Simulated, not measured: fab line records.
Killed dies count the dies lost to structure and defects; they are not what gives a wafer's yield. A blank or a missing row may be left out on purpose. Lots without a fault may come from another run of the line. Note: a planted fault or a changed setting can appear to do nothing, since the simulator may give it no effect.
fab line records | flow n5-finfet | part 1 of 2: steps 1 to 28 of 33
record lots=5 | wafers=15 | last-day=18
route steps=1938 shown BEOL_M6@1251 BEOL_M7@1263
lots that met no fault: taken from a fault-free run of the same line
start-h: hours from the record's first day to the start of the lot's first wafer shown | wait-h: how many hours have passed since the lot's step before this one | " as in the row above | L1.1+2: one row covering several wafers at once | - no value present, or no start provided | * or withheld: withheld | < > ~ a bound
route shown NAME@n: NAME is a module with steps in the file, n the number in the route of the first one | usual: mean/standard deviation of fault-free wafers | same: alike in all rows | chamber/n: place in a boat | sites: readings site by site | _std_site: the values' standard deviation | _edge_site: the outer-site mean with the inner-site mean subtracted | radius-mm: for every site, how far away it sits from the centre of the wafer | mask NAME#n: copy n | behind: the last tool/chamber to shape the wafer | hold: why the lot went on hold/how many hours it stayed there/how the hold came to an end | device: whichever transistor did not switch (one of n, p or np) | end of line: the same wafers' tests at the end of the route | a step with no rows: only its recipe | killed: count of dies lost to structure and defects at first sort (not the wafer's yield) | map: shows each die of a wafer: x if killed, . if not, _ if none is there
set.NAME: setting as actually run; set.NAME@STEP: the setting as run at that earlier step | model.NAME: the simulator's own value behind a step, which no gauge read
lots at some steps of the route; a table a step, a row a wafer
services: when a tool's chamber went out of use (start-h, in hours from the record's first day, below 0 if earlier), for how many hours, and the reason
## steps
# step N5_BEOL_M6_ALD_77
# recipe material=TaN | target-thk-a=20 | temp-c=275 | ald-precursor-family=PDMAT | ald-co-reactant=NH3 | pressure-torr=3 | carrier-flow-sccm=1500 | pulse-time-s=2 | purge-time-s=3 | co-reactant-purge-time-s=2 | co-reactant-pulse-time-s=3 | ald-cycles=40 | precursor-vessel-temp-c=75 | precursor-vessel-pressure-torr=26.25 | precursor-vessel-carrier-sccm=1000
# usual heater-power-w=398/62
# same purge-time-s=3
lot.wafer | tool         | chamber | start-h | wait-h | heater-power-w
L075.4    | ald-metal-03 | 2       | 189.17  | 0.3    | 539
L075.5    | "            | 1       | "       | "      | 421
L075.6    | "            | 2       | "       | "      | 516
L079.1    | ald-metal-01 | 3       | 222.85  | 0.1    | 464
L079.4    | "            | 0       | "       | "      | 310
L079.5    | "            | 0       | "       | "      | 317
L088.2    | ald-metal-04 | 3       | 276.85  | 0.0    | 406
L088.3    | "            | 0       | "       | "      | 473
L088.6    | "            | 0       | "       | "      | 466
L095.1    | ald-metal-04 | 3       | 332.61  | 0.1    | 411
L095.3    | "            | 0       | "       | "      | 475
L095.5    | "            | 3       | "       | "      | 403
L097.1    | ald-metal-01 | 3       | 337.22  | 0.1    | 470
L097.3    | "            | 0       | "       | "      | 321
L097.6    | "            | 3       | "       | "      | 468
# step N5_BEOL_M6_SURFACE_TREAT_79
# recipe gas=Ar | time-s=* | ion-energy-ev=* | ion-current-ma-cm2=0.5 | pressure-mtorr=* | ar-flow-sccm=30
# usual ar-flow-sccm=30.00/0.097 | throttle-valve-pct=*
lot.wafer | tool           | chamber | start-h | wait-h | ar-flow-sccm | throttle-valve-pct
L075.4    | pvd-sputter-03 | -       | 190.01  | 0.7    | 29.98        | *
L075.5    | "              | -       | "       | "      | 29.98        | *
L075.6    | "              | -       | "       | "      | 29.79        | *
L079.1    | pvd-sputter-01 | -       | 223.21  | 0.2    | 29.92        | *
L079.4    | "              | -       | "       | "      | 29.96        | *
L079.5    | "              | -       | "       | "      | 30.07        | *
L088.2    | pvd-sputter-03 | -       | 277.17  | 0.2    | 29.95        | *
L088.3    | "              | -       | "       | "      | 30.14        | *
L088.6    | "              | -       | "       | "      | 29.88        | *
L095.1    | pvd-sputter-02 | -       | 332.92  | 0.2    | 30.11        | *
L095.3    | "              | -       | "       | "      | 30.11        | *
L095.5    | "              | -       | "       | "      | 30.06        | *
L097.1    | pvd-sputter-01 | -       | 337.56  | 0.2    | 30.05        | *
L097.3    | "              | -       | "       | "      | 30.04        | *
L097.6    | "              | -       | "       | "      | 29.99        | *
# step N5_BEOL_M6_CVD_78
# recipe material=Co | target-thk-a=20 | temp-c=withheld | precursor=CCTBA/H2 | pressure-torr=30 | time-s=142.3
lot.wafer  | tool      | chamber | start-h | wait-h
L075.4+5+6 | cvd-co-02 | 0,2,1   | 190.35  | 0.3
L079.1+4+5 | cvd-co-01 | 1,1,0   | 223.33  | 0.1
L088.2+3+6 | cvd-co-02 | 1,0,1   | 277.45  | 0.3
L095.1+3+5 | cvd-co-01 | 1,0,2   | 333.21  | 0.3
L097.1+3+6 | cvd-co-01 | 0,0,2   | 337.64  | 0.1
# step N5_BEOL_M6_SPUTTER_48
# recipe material=Cu | target-thk-a=100 | temp-c=-20 | bias-v=60 | power-w=26000 | chamber-pressure-pa=0.13 | time-s=1.667
# usual throttle-valve-pct=30.4/1.4
lot.wafer | tool           | chamber | start-h | wait-h | throttle-valve-pct
L075.4    | pvd-sputter-01 | -       | 190.76  | 0.4    | 30.8
L075.5    | "              | -       | "       | "      | 30.8
L075.6    | "              | -       | "       | "      | 29.7
L079.1    | pvd-sputter-01 | -       | 223.47  | 0.1    | 29.7
L079.4    | "              | -       | "       | "      | 30.6
L079.5    | "              | -       | "       | "      | 30.0
L088.2    | pvd-sputter-02 | -       | 277.59  | 0.1    | 32.7
L088.3    | "              | -       | "       | "      | 27.9
L088.6    | "              | -       | "       | "      | 33.1
L095.1    | pvd-sputter-02 | -       | 333.64  | 0.4    | 33.3
L095.3    | "              | -       | "       | "      | 30.2
L095.5    | "              | -       | "       | "      | 32.8
L097.1    | pvd-sputter-01 | -       | 337.92  | 0.2    | 29.7
L097.3    | "              | -       | "       | "      | 30.4
L097.6    | "              | -       | "       | "      | 30.7
# step N5_BEOL_M6_ECD_50
# recipe material=Cu | target-thk-a=3000
lot.wafer  | tool      | chamber | start-h | wait-h
L075.4+5+6 | ecd-cu-01 | 0,0,1   | 190.90  | 0.1
L079.1+4+5 | ecd-cu-02 | 0,1,1   | 223.59  | 0.1
L088.2+3+6 | ecd-cu-02 | 1,0,1   | 277.70  | 0.1
L095.1+3+5 | ecd-cu-01 | 1,0,1   | 333.76  | 0.1
L097.1+3+6 | ecd-cu-01 | 0,1,1   | 338.04  | 0.1
# step N5_BEOL_M6_ANNEAL_51
# recipe temp-c=225 | time-s=90 | ambient=N2
# usual wafer_temp_C_max=225.87/0.22
lot.wafer | tool          | chamber | start-h | wait-h | wafer_temp_C_max
L075.4    | rtp-anneal-01 | 0       | 191.39  | 0.5    | 225.86
L075.5    | "             | 0       | "       | "      | 226.13
L075.6    | "             | 0       | "       | "      | 226.04
L079.1    | rtp-anneal-01 | 0       | 223.69  | 0.1    | 225.66
L079.4    | "             | 0       | "       | "      | 225.73
L079.5    | "             | 0       | "       | "      | 225.86
L088.2    | rtp-anneal-01 | 0       | 278.30  | 0.6    | 226.41
L088.3    | "             | 0       | "       | "      | 226.09
L088.6    | "             | 0       | "       | "      | 226.11
L095.1    | rtp-anneal-02 | 0       | 333.85  | 0.1    | 225.67
L095.3    | "             | 0       | "       | "      | 225.66
L095.5    | "             | 0       | "       | "      | 225.86
L097.1    | rtp-anneal-02 | 0       | 338.13  | 0.1    | 225.98
L097.3    | "             | 0       | "       | "      | 225.80
L097.6    | "             | 0       | "       | "      | 226.00
# step N5_BEOL_M6_CMP_52
# recipe stop-on=SiCOH_lowk | t-overpolish-s=6.9 | down-force-psi=1 | platen-rpm=50 | clearing-platen-down-force-psi=1.5 | clearing-platen-rpm=50 | post-cmp-clean=cu-alkaline | target-thk-nm=80 | clearing-platen-pad-velocity-m-s=0.99484 | pad-velocity-m-s=0.99484
# usual barrier-field-endpoint-s=29.0/0.72 | edge-zone-pressure-frac=1.000/0.005 | motor-current-A=6.0/0.67 | overpolish-run-s=6.900/0.01 | pad-life-wafers=855/710 | slurry-filter-dp-kPa=13.49/0.14 | time-to-endpoint-s=63.3/2.8
lot.wafer | tool   | chamber | start-h | wait-h | barrier-field-endpoint-s | edge-zone-pressure-frac | motor-current-A | overpolish-run-s | pad-life-wafers | slurry-filter-dp-kPa | time-to-endpoint-s
L075.4    | cmp-03 | 2       | 191.64  | 0.2    | 29.1                     | 0.997                   | 5.9             | 6.904            | 1754            | 13.36                | 63.9
L075.6    | "      | 0       | "       | "      | 28.6                     | 1.006                   | 5.6             | 6.910            | -               | 13.57                | 63.6
L075.5    | "      | 1       | "       | "      | 28.8                     | 0.994                   | 6.0             | 6.903            | -               | 13.57                | 63.3
L079.4    | cmp-01 | 2       | 224.02  | 0.2    | 28.7                     | 1.007                   | 6.3             | 6.893            | 1537            | 13.46                | 59.4
L079.1    | "      | 3       | "       | "      | 29.3                     | 1.002                   | 5.5             | 6.898            | 1538            | 13.38                | 63.7
L079.5    | "      | 2       | "       | "      | 29.3                     | 1.012                   | 6.6             | 6.898            | -               | 13.55                | 61.8
L088.2    | cmp-04 | 3       | 278.69  | 0.3    | 28.7                     | 1.004                   | 4.6             | 6.908            | 312             | 13.38                | 59.7
L088.3    | "      | 0       | "       | "      | 28.9                     | 1.002                   | 5.6             | 6.918            | 313             | 13.48                | 62.8
L088.6    | "      | 0       | "       | "      | 29.2                     | 1.004                   | 5.4             | 6.893            | -               | 13.49                | 61.0
L095.1    | cmp-01 | 1       | 334.15  | 0.3    | 29.8                     | 1.001                   | 6.6             | 6.898            | 234             | 13.52                | 70.0
L095.3    | "      | 0       | "       | "      | 30.8                     | 1.009                   | 6.3             | 6.912            | 237             | 13.44                | 70.6
L095.5    | "      | 1       | "       | "      | 31.4                     | 0.999                   | 6.2             | 6.891            | -               | 13.57                | 68.2
L097.1    | cmp-01 | 3       | 338.47  | 0.3    | 29.7                     | 1.000                   | 5.1             | 6.908            | 271             | 13.35                | 67.6
L097.3    | "      | 1       | "       | "      | 28.9                     | 0.998                   | 6.1             | 6.897            | 273             | 13.48                | 65.9
L097.6    | "      | 2       | "       | "      | 28.9                     | 0.992                   | 6.2             | 6.887            | -               | 13.55                | 64.1
# step N5_BEOL_M6_THK_MEAS_53
# recipe thk-meas-gauge=xrf | reads=Cu_of_BEOL_M6_ECD_50
# usual M6_THK=79.8/1.6
lot.wafer | tool          | chamber | start-h | wait-h | M6_THK[nm]
L075.4    | film-metro-02 | -       | 191.86  | -      | 81.7
L075.5    | "             | -       | "       | "      | 79.5
L075.6    | "             | -       | "       | "      | 83.8
L079.1    | film-metro-01 | -       | 224.28  | -      | 80.4
L079.4    | "             | -       | "       | "      | 80.2
L079.5    | "             | -       | "       | "      | 80.2
L088.2    | film-metro-02 | -       | 278.98  | -      | 79.0
L088.3    | "             | -       | "       | "      | 81.4
L088.6    | "             | -       | "       | "      | 79.8
L095.1    | film-metro-01 | -       | 334.45  | -      | 80.7
L095.3    | "             | -       | "       | "      | 78.3
L095.5    | "             | -       | "       | "      | 80.3
L097.1    | film-metro-02 | -       | 338.72  | -      | 81.0
L097.3    | "             | -       | "       | "      | 80.0
L097.6    | "             | -       | "       | "      | 79.8
# step N5_BEOL_M6_PRE_CLEAN_55
# recipe gas=NH3 | time-s=15 | temp-c=withheld | rf-power-w=300
lot.wafer  | tool     | chamber | start-h | wait-h
L075.4+5+6 | pecvd-04 | 2,0,1   | 191.91  | 0.0
L079.1+4+5 | pecvd-01 | 1,2,0   | 224.31  | 0.0
L088.2+3+6 | pecvd-02 | 0,1,1   | 279.02  | 0.0
L095.1+3+5 | pecvd-02 | 0,1,0   | 334.48  | 0.0
L097.1+3+6 | pecvd-02 | 1,0,0   | 338.76  | 0.0
# step N5_BEOL_M6_DEP_56
# recipe material=SiCN | target-thk-a=100 | temp-c=withheld | precursor=3MS/NH3 | pressure-torr=3 | rf-w=202 | time-s=17.5
# usual showerhead-plenum-p-Torr=3.658/0.011 | throttle-valve-pct=9.0/0.42
lot.wafer | tool     | chamber | start-h | wait-h | showerhead-plenum-p-Torr | throttle-valve-pct
L075.4    | pecvd-04 | 2       | 191.94  | 0.0    | 3.644                    | 8.8
L075.5    | "        | 0       | "       | "      | 3.664                    | 9.4
L075.6    | "        | 1       | "       | "      | 3.655                    | 8.8
L079.1    | pecvd-01 | 1       | 224.34  | 0.0    | 3.643                    | 9.0
L079.4    | "        | 2       | "       | "      | 3.678                    | 7.9
L079.5    | "        | 0       | "       | "      | 3.650                    | 9.6
L088.2    | pecvd-02 | 0       | 279.04  | 0.0    | 3.667                    | 9.1
L088.3    | "        | 1       | "       | "      | 3.667                    | 9.3
L088.6    | "        | 1       | "       | "      | 3.666                    | 9.2
L095.1    | pecvd-02 | 0       | 334.51  | 0.0    | 3.668                    | 9.1
L095.3    | "        | 1       | "       | "      | 3.665                    | 9.0
L095.5    | "        | 0       | "       | "      | 3.662                    | 9.3
L097.1    | pecvd-02 | 1       | 338.79  | 0.0    | 3.652                    | 9.0
L097.3    | "        | 0       | "       | "      | 3.674                    | 9.2
L097.6    | "        | 0       | "       | "      | 3.673                    | 9.1
# step N5_BEOL_M6_RS_MEAS_57
# recipe thk-meas-gauge=four-point-probe | reads=Cu_of_BEOL_M6_ECD_50+Co_of_BEOL_M6_CVD_78+TaN_of_BEOL_M6_ALD_77
# usual M6_RS=0.284/0.0057
lot.wafer | tool          | chamber | start-h | wait-h | M6_RS[ohm/sq]
L075.4    | film-metro-02 | -       | 191.99  | 0.0    | 0.281
L075.5    | "             | -       | "       | "      | 0.288
L075.6    | "             | -       | "       | "      | 0.273
L079.1    | film-metro-01 | -       | 224.41  | 0.1    | 0.278
L079.4    | "             | -       | "       | "      | 0.278
L079.5    | "             | -       | "       | "      | 0.279
L088.2    | film-metro-01 | -       | 279.11  | 0.1    | 0.287
L088.3    | "             | -       | "       | "      | 0.278
L088.6    | "             | -       | "       | "      | 0.283
L095.1    | film-metro-02 | -       | 334.58  | 0.1    | 0.276
L095.3    | "             | -       | "       | "      | 0.287
L095.5    | "             | -       | "       | "      | 0.279
L097.1    | film-metro-01 | -       | 338.85  | 0.1    | 0.283
L097.3    | "             | -       | "       | "      | 0.287
L097.6    | "             | -       | "       | "      | 0.287
# step N5_BEOL_M6_INSPECT_58
# recipe inspect-instrument=darkfield | mode=post-dep
# usual raw-defect-count=69/21
lot.wafer | tool              | chamber | start-h | wait-h | raw-defect-count
L075.4    | defect-inspect-01 | -       | 192.01  | 0.0    | 56
L075.5    | "                 | -       | "       | "      | 62
L075.6    | "                 | -       | "       | "      | 41
L079.1    | defect-inspect-02 | -       | 224.43  | 0.0    | 77
L079.4    | "                 | -       | "       | "      | 59
L079.5    | "                 | -       | "       | "      | 62
L088.2    | defect-inspect-01 | -       | 279.14  | 0.0    | 50
L088.3    | "                 | -       | "       | "      | 33
L088.6    | "                 | -       | "       | "      | 45
L095.1    | defect-inspect-02 | -       | 334.60  | 0.0    | 57
L095.3    | "                 | -       | "       | "      | 62
L095.5    | "                 | -       | "       | "      | 83
L097.1    | defect-inspect-02 | -       | 338.88  | 0.0    | 44
L097.3    | "                 | -       | "       | "      | 40
L097.6    | "                 | -       | "       | "      | 46
# step N5_BEOL_M7_ILD_DEP_00
# recipe material=SiCOH_lowk | target-thk-a=1797.5 | temp-c=300 | precursor=DEMS/porogen | pressure-torr=5 | rf-w=500 | time-s=33.4
# usual heater-power-w=347/58 | showerhead-plenum-p-Torr=5.733/0.013 | throttle-valve-pct=13.8/0.55
lot.wafer | tool     | chamber | start-h | wait-h | heater-power-w | showerhead-plenum-p-Torr | throttle-valve-pct
L075.4    | pecvd-03 | 0       | 192.07  | 0.1    | 270            | 5.722                    | 15.0
L075.5    | "        | 2       | "       | "      | 258            | 5.715                    | 13.2
L075.6    | "        | 1       | "       | "      | 291            | 5.724                    | 15.1
L079.1    | pecvd-02 | 2       | 224.47  | 0.0    | 434            | 5.718                    | 13.4
L079.4    | "        | 1       | "       | "      | 280            | 5.728                    | 14.1
L079.5    | "        | 0       | "       | "      | 294            | 5.736                    | 14.0
L088.2    | pecvd-04 | 1       | 279.18  | 0.0    | 392            | 5.728                    | 13.4
L088.3    | "        | 2       | "       | "      | 409            | 5.722                    | 13.5
L088.6    | "        | 2       | "       | "      | 414            | 5.696                    | 13.4
L095.1    | pecvd-04 | 0       | 334.64  | 0.0    | 302            | 5.732                    | 14.0
L095.3    | "        | 2       | "       | "      | 410            | 5.720                    | 13.6
L095.5    | "        | 0       | "       | "      | 308            | 5.733                    | 14.0
L097.1    | pecvd-04 | 1       | 338.92  | 0.0    | 391            | 5.726                    | 13.1
L097.3    | "        | 0       | "       | "      | 336            | 5.746                    | 13.9
L097.6    | "        | 0       | "       | "      | 348            | 5.742                    | 14.2
# step N5_BEOL_M7_CURE_74
# recipe temp-c=385 | time-s=240 | ambient=He/Ar | material=SiCOH_lowk
# usual lamp-power-pct=52.31/0.055 | wafer_temp_C_max=387.0/0.52
lot.wafer | tool       | chamber | start-h | wait-h | lamp-power-pct | wafer_temp_C_max
L075.4    | uv-cure-03 | 1       | 192.35  | 0.3    | 52.39          | 387.1
L075.5    | "          | 1       | "       | "      | 52.35          | 387.4
L075.6    | "          | 1       | "       | "      | 52.37          | 387.1
L079.1    | uv-cure-02 | 1       | 225.31  | 0.8    | 52.38          | 387.9
L079.4    | "          | 1       | "       | "      | 52.36          | 387.3
L079.5    | "          | 1       | "       | "      | 52.35          | 387.2
L088.2    | uv-cure-01 | 2       | 279.32  | 0.1    | 52.40          | 387.6
L088.3    | "          | 2       | "       | "      | 52.29          | 387.9
L088.6    | "          | 2       | "       | "      | 52.37          | 388.1
L095.1    | uv-cure-03 | 2       | 334.70  | 0.0    | 52.37          | 386.6
L095.3    | "          | 2       | "       | "      | 52.29          | 387.4
L095.5    | "          | 2       | "       | "      | 52.37          | 386.2
L097.1    | uv-cure-03 | 0       | 339.43  | 0.5    | 52.38          | 386.9
L097.3    | "          | 0       | "       | "      | 52.38          | 386.9
L097.6    | "          | 0       | "       | "      | 52.35          | 386.8
# step N5_BEOL_M7_THK_MEAS_01
# recipe reads=SiCOH_lowk_of_BEOL_M7_ILD_DEP_00
# usual M7_ILD_THK=154.8/2
lot.wafer | tool          | chamber | start-h | wait-h | M7_ILD_THK[nm]
L075.4    | film-metro-02 | -       | 192.63  | 0.2    | 155.8
L075.5    | "             | -       | "       | "      | 155.6
L075.6    | "             | -       | "       | "      | 158.0
L079.1    | film-metro-01 | -       | 226.04  | 0.7    | 156.5
L079.4    | "             | -       | "       | "      | 156.4
L079.5    | "             | -       | "       | "      | 157.0
L088.2    | film-metro-02 | -       | 279.76  | 0.4    | 153.1
L088.3    | "             | -       | "       | "      | 153.0
L088.6    | "             | -       | "       | "      | 154.2
L095.1    | film-metro-02 | -       | 335.70  | 0.8    | 152.7
L095.3    | "             | -       | "       | "      | 154.1
L095.5    | "             | -       | "       | "      | 155.9
L097.1    | film-metro-02 | -       | 340.43  | 0.8    | 153.5
L097.3    | "             | -       | "       | "      | 152.4
L097.6    | "             | -       | "       | "      | 156.7
# step N5_BEOL_M7_PECVD_70
# recipe material=SiO2 | target-thk-a=200 | temp-c=400 | precursor=TEOS/O2 | pressure-torr=5.5 | rf-w=450 | teos-flow-sccm=53.8 | gas=O2 | flow-sccm=3000 | time-s=22.7
# usual heater-power-w=743/100 | showerhead-plenum-p-Torr=8.76/0.039 | throttle-valve-pct=22.7/1.2
lot.wafer | tool     | chamber | start-h | wait-h | heater-power-w | showerhead-plenum-p-Torr | throttle-valve-pct
L075.4    | pecvd-03 | 2       | 192.68  | 0.1    | 636            | 8.69                     | 21.4
L075.5    | "        | 0       | "       | "      | 721            | 8.70                     | 24.7
L075.6    | "        | 1       | "       | "      | 655            | 8.75                     | 24.2
L079.1    | pecvd-03 | 0       | 226.08  | 0.0    | 753            | 8.70                     | 24.9
L079.4    | "        | 0       | "       | "      | 747            | 8.71                     | 25.1
L079.5    | "        | 1       | "       | "      | 734            | 8.74                     | 24.1
L088.2    | pecvd-04 | 2       | 279.79  | 0.0    | 891            | 8.68                     | 21.6
L088.3    | "        | 1       | "       | "      | 887            | 8.74                     | 21.7
L088.6    | "        | 1       | "       | "      | 889            | 8.74                     | 21.5
L095.1    | pecvd-04 | 2       | 335.73  | 0.0    | 926            | 8.68                     | 21.9
L095.3    | "        | 0       | "       | "      | 731            | 8.80                     | 22.8
L095.5    | "        | 0       | "       | "      | 729            | 8.81                     | 22.9
L097.1    | pecvd-02 | 2       | 340.46  | 0.0    | 864            | 8.77                     | 22.3
L097.3    | "        | 0       | "       | "      | 692            | 8.79                     | 22.5
L097.6    | "        | 0       | "       | "      | 704            | 8.78                     | 22.5
# step N5_BEOL_M7_HM_DEP_02
# recipe material=TiN | target-thk-a=200 | temp-c=25 | chamber-pressure-pa=0.49996
# usual throttle-valve-pct=30.1/1.1
lot.wafer | tool           | chamber | start-h | wait-h | throttle-valve-pct
L075.4    | pvd-sputter-01 | -       | 194.55  | 1.8    | 30.7
L075.5    | "              | -       | "       | "      | 30.5
L075.6    | "              | -       | "       | "      | 30.5
L079.1    | pvd-sputter-01 | -       | 227.81  | 1.7    | 30.7
L079.4    | "              | -       | "       | "      | 30.5
L079.5    | "              | -       | "       | "      | 30.7
L088.2    | pvd-sputter-02 | -       | 279.92  | 0.1    | 33.0
L088.3    | "              | -       | "       | "      | 29.6
L088.6    | "              | -       | "       | "      | 28.2
L095.1    | pvd-sputter-03 | -       | 336.37  | 0.6    | 29.9
L095.3    | "              | -       | "       | "      | 30.5
L095.5    | "              | -       | "       | "      | 28.9
L097.1    | pvd-sputter-01 | -       | 341.62  | 1.1    | 31.0
L097.3    | "              | -       | "       | "      | 30.7
L097.6    | "              | -       | "       | "      | 29.9
# step N5_BEOL_M7_COAT_59
# recipe resist=SOC | temp-c=250 | time-s=60 | spin-rpm=1500 | resist-thk-nm=100
lot.wafer  | tool           | chamber | start-h | wait-h
L075.4+5+6 | litho-track-05 | 0       | 194.69  | 0.1
L079.1+4+5 | litho-track-05 | 0       | 227.93  | 0.1
L088.2+3+6 | litho-track-02 | 0       | 280.05  | 0.1
L095.1+3+5 | litho-track-01 | 0       | 336.50  | 0.1
L097.1+3+6 | litho-track-01 | 0       | 341.75  | 0.1
# step N5_BEOL_M7_COAT_60
# recipe resist=SiARC | temp-c=220 | time-s=60 | spin-rpm=1500 | resist-thk-nm=35
lot.wafer  | tool           | chamber | start-h | wait-h
L075.4+5+6 | litho-track-05 | 0       | -       | -
L079.1+4+5 | litho-track-05 | 0       | -       | -
L088.2+3+6 | litho-track-02 | 0       | -       | -
L095.1+3+5 | litho-track-01 | 0       | -       | -
L097.1+3+6 | litho-track-01 | 0       | -       | -
# step N5_BEOL_M7_COAT_05
# recipe resist=CAR-ArF | spin-rpm=1500 | resist-thk-nm=90
lot.wafer  | tool           | chamber | start-h | wait-h
L075.4+5+6 | litho-track-05 | 0       | -       | -
L079.1+4+5 | litho-track-05 | 0       | -       | -
L088.2+3+6 | litho-track-02 | 0       | -       | -
L095.1+3+5 | litho-track-01 | 0       | -       | -
L097.1+3+6 | litho-track-01 | 0       | -       | -
# step N5_BEOL_M7_EBR_07
# recipe solvent=PGMEA | ebr-width-mm=1.5
lot.wafer  | tool           | chamber | start-h | wait-h
L075.4+5+6 | litho-track-05 | 0       | -       | -
L079.1+4+5 | litho-track-05 | 0       | -       | -
L088.2+3+6 | litho-track-02 | 0       | -       | -
L095.1+3+5 | litho-track-01 | 0       | -       | -
L097.1+3+6 | litho-track-01 | 0       | -       | -
# step N5_BEOL_M7_SOFTBAKE_06
# recipe temp-c=110 | time-s=60 | resist=CAR-ArF
lot.wafer  | tool           | chamber | start-h | wait-h
L075.4+5+6 | litho-track-05 | 0       | -       | -
L079.1+4+5 | litho-track-05 | 0       | -       | -
L088.2+3+6 | litho-track-02 | 0       | -       | -
L095.1+3+5 | litho-track-01 | 0       | -       | -
L097.1+3+6 | litho-track-01 | 0       | -       | -
# step N5_BEOL_M7_EXPOSE_08
# recipe mask-id=M7 | na=1.35 | source-shape=dipole | sigma-inner=0.817 | sigma-outer=0.97 | polarization=te | dose-mj=68.25
lot.wafer  | tool            | chamber | start-h | wait-h | mask
L075.4+5+6 | arfi-scanner-01 | 0       | 194.95  | -      | M7#0
L079.1+4+5 | arfi-scanner-01 | 0       | 228.05  | -      | M7#0
L088.2+3+6 | arfi-scanner-01 | 0       | 280.30  | -      | M7#0
L095.1+3+5 | arfi-scanner-02 | 0       | 336.74  | -      | M7#0
L097.1+3+6 | arfi-scanner-03 | 0       | 341.99  | -      | M7#0
# step N5_BEOL_M7_PEB_09
# recipe peb-temp-c=withheld | peb-time-s=60 | resist=CAR-ArF
lot.wafer  | tool           | chamber | start-h | wait-h
L075.4+5+6 | litho-track-05 | 0       | 194.99  | 0.0
L079.1+4+5 | litho-track-05 | 0       | 228.11  | 0.1
L088.2+3+6 | litho-track-05 | 0       | 280.35  | 0.0
L095.1+3+5 | litho-track-02 | 0       | 336.80  | 0.1
L097.1+3+6 | litho-track-02 | 0       | 342.05  | 0.1
# step N5_BEOL_M7_DEVELOP_10
# recipe develop-time-s=30 | developer=TMAH | resist=CAR-ArF | rinse-liquid=diw | dry=air-spin | dev-temp-c=23
lot.wafer  | tool           | chamber | start-h | wait-h
L075.4+5+6 | litho-track-05 | 0       | -       | -
L079.1+4+5 | litho-track-05 | 0       | -       | -
L088.2+3+6 | litho-track-05 | 0       | -       | -
L095.1+3+5 | litho-track-02 | 0       | -       | -
L097.1+3+6 | litho-track-02 | 0       | -       | -
# step N5_BEOL_M7_CD_MEAS_11
# recipe target-cd-nm=38.5 | landing-energy-ev=500 | detector=se-inlens | polarity=opening
# usual cd-nm=38.6/0.4
lot.wafer | tool      | chamber | start-h | wait-h | cd-nm
L075.4    | cd-sem-03 | 0       | 195.06  | -      | 38.4
L075.5    | "         | 0       | "       | "      | 38.9
L075.6    | "         | 0       | "       | "      | 38.7
L079.1    | cd-sem-03 | 0       | 228.18  | -      | 38.6
L079.4    | "         | 0       | "       | "      | 39.3
L079.5    | "         | 0       | "       | "      | 39.4
L088.2    | cd-sem-03 | 0       | 280.42  | -      | 37.9
L088.3    | "         | 0       | "       | "      | 38.0
L088.6    | "         | 0       | "       | "      | 38.3
L095.1    | cd-sem-02 | 0       | 336.87  | -      | 38.2
L095.3    | "         | 0       | "       | "      | 38.3
L095.5    | "         | 0       | "       | "      | 38.2
L097.1    | cd-sem-01 | 0       | 342.12  | -      | 39.0
L097.3    | "         | 0       | "       | "      | 38.8
L097.6    | "         | 0       | "       | "      | 39.0
# step N5_BEOL_M7_OVL_MEAS_12
# recipe points-per-wafer=44
# usual M7_OVL=0.1/0.66
lot.wafer | tool       | chamber | start-h | wait-h | M7_OVL[nm]
L075.4    | overlay-02 | 0       | 195.09  | 0.0    | -0.6
L075.5    | "          | 0       | "       | "      | 0.0
L075.6    | "          | 0       | "       | "      | 0.0
L079.1    | overlay-02 | 0       | 228.21  | 0.0    | 0.4
L079.4    | "          | 0       | "       | "      | -0.6
L079.5    | "          | 0       | "       | "      | 0.8
L088.2    | overlay-01 | 0       | 280.45  | 0.0    | 0.6
L088.3    | "          | 0       | "       | "      | 0.3
L088.6    | "          | 0       | "       | "      | 0.7
L095.1    | overlay-02 | 0       | 336.90  | 0.0    | 0.1
L095.3    | "          | 0       | "       | "      | 0.2
L095.5    | "          | 0       | "       | "      | 0.7
L097.1    | overlay-02 | 0       | 342.15  | 0.0    | 1.0
L097.3    | "          | 0       | "       | "      | -0.3
L097.6    | "          | 0       | "       | "      | -0.3
# step N5_BEOL_M7_INSPECT_13
# recipe mode=adi | inspect-instrument=brightfield
# usual raw-defect-count=398/88
lot.wafer | tool              | chamber | start-h | wait-h | raw-defect-count
L075.4    | defect-inspect-02 | -       | 195.11  | 0.0    | 465
L075.5    | "                 | -       | "       | "      | 511
L075.6    | "                 | -       | "       | "      | 591
L079.1    | defect-inspect-02 | -       | 228.23  | 0.0    | 500
L079.4    | "                 | -       | "       | "      | 237
L079.5    | "                 | -       | "       | "      | 376
L088.2    | defect-inspect-01 | -       | 280.47  | 0.0    | 434
L088.3    | "                 | -       | "       | "      | 300
L088.6    | "                 | -       | "       | "      | 321
L095.1    | defect-inspect-01 | -       | 336.92  | 0.0    | 410
L095.3    | "                 | -       | "       | "      | 339
L095.5    | "                 | -       | "       | "      | 342
L097.1    | defect-inspect-02 | -       | 342.17  | 0.0    | 377
L097.3    | "                 | -       | "       | "      | 430
L097.6    | "                 | -       | "       | "      | 393
